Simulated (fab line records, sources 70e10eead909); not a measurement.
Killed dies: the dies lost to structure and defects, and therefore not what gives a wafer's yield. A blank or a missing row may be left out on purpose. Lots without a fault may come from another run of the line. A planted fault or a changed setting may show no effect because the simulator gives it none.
Chamber matching    flow nandHarc    rieDiel-06 running NHARC_P_CONTACT_ETCH_35: 4 sister chambers
The step etches the open film in CF4, target depth 39 nm, time 65 s. 8 wafers are shown with their chamber, then 7 later ones without.

== WAFERS WITH THEIR CHAMBER ==
wafer   chamber  drypumpMotorCurrentA (A)  rfVppV (V)
L266.2  2        5.6                       152.1
L269.1  1        6.1                       151.7
L269.3  2        5.6                       151.3
L272.1  0        5.8                       149.1
L272.5  0        5.7                       149.9
L272.6  3        5.1                       152.0
L271.1  3        5.2                       152.5
L271.2  1        6.1                       153.1

== WAFERS WITHOUT THEIR CHAMBER ==
wafer   drypumpMotorCurrentA (A)  rfVppV (V)
L271.5  5.1                       152.2
L274.2  6.1                       152.4
L274.5  5.8                       149.5
L274.6  6.1                       153.0
L275.3  5.2                       152.8
L275.4  6.1                       152.1
L275.6  5.1                       153.6

== EACH ONE'S CHAMBER ==
wafer   from the rows above  in truth
L271.5  3                    3
L274.2  1                    1
L274.5  0                    0
L274.6  1                    1
L275.3  3                    3
L275.4  1                    1
L275.6  3                    3
Correct placement for 7 of the 7. Not placeable from these rows: 0. 0 placed wrongly.
How it was worked out, from the rows above alone: a wafer's distance from a chamber is the root of the sum, over the readings, of the square of ((its reading less the chamber's mean) divided by the reading's scatter). The wafer belongs to the nearest chamber; if the next one is less than 2 further off, it can't be placed. The mean given for a chamber averages the wafers shown for that chamber. The scatter: take each reading less its chamber's mean, square it, sum over the shown wafers, divide by the number of wafers less the number of chambers, and take the root.
